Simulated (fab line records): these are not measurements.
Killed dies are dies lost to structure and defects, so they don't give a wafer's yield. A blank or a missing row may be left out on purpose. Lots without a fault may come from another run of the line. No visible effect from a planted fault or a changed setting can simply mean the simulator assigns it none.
Matching of chambers ; flow nand harc ; NHARC_A_STAIRCASE_TRIM_20 on rie diel-02: 4 sister chambers
The step chemistry O2, time 211.2 s. 8 wafers are shown with their chamber, then 12 later ones without.

WAFERS, EACH WITH ITS CHAMBER
wafer;chamber;showerhead plenum p Torr (Torr);drypump motor current A (A)
L082.2;2;3.57;6.3
L085.1;2;3.56;6.2
L085.6;3;3.28;5.4
L087.3;1;3.62;5.3
L087.6;0;3.77;5.7
L088.1;1;3.62;5.3
L088.4;0;3.77;5.7
L088.5;3;3.28;5.4

WAFERS WHOSE CHAMBER IS MISSING
wafer;showerhead plenum p Torr (Torr);drypump motor current A (A)
L089.2;3.61;5.3
L089.4;3.28;5.4
L089.5;3.77;5.7
L095.2;3.81;5.4
L095.3;3.61;5.3
L095.5;3.56;6.3
L097.1;3.56;6.3
L097.4;3.61;5.3
L097.6;3.77;5.7
L096.1;3.80;5.4
L096.2;3.77;5.7
L096.4;3.55;6.3

EACH ONE'S CHAMBER
wafer;from the rows above;in truth
L089.2;1;1
L089.4;3;3
L089.5;0;0
L095.2;0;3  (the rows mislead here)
L095.3;1;1
L095.5;2;2
L097.1;2;2
L097.4;1;1
L097.6;0;0
L096.1;0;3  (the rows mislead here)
L096.2;0;0
L096.4;2;2
Correctly placed: 10 of 12. Number that these rows cannot place: 0. Wrongly placed: 2.
How it was worked out, from the rows above alone: a wafer's distance from a chamber is the root of the sum, over the readings, of the square of ((its reading less the chamber's mean) divided by the reading's scatter). The wafer belongs to the nearest chamber; if the next one is less than 2 further off, it can't be placed. A chamber's mean is the mean of its shown wafers. The scatter is the square root of a quotient: the sum, over the shown wafers, of each reading's squared deviation from its chamber's mean, divided by wafers minus chambers.
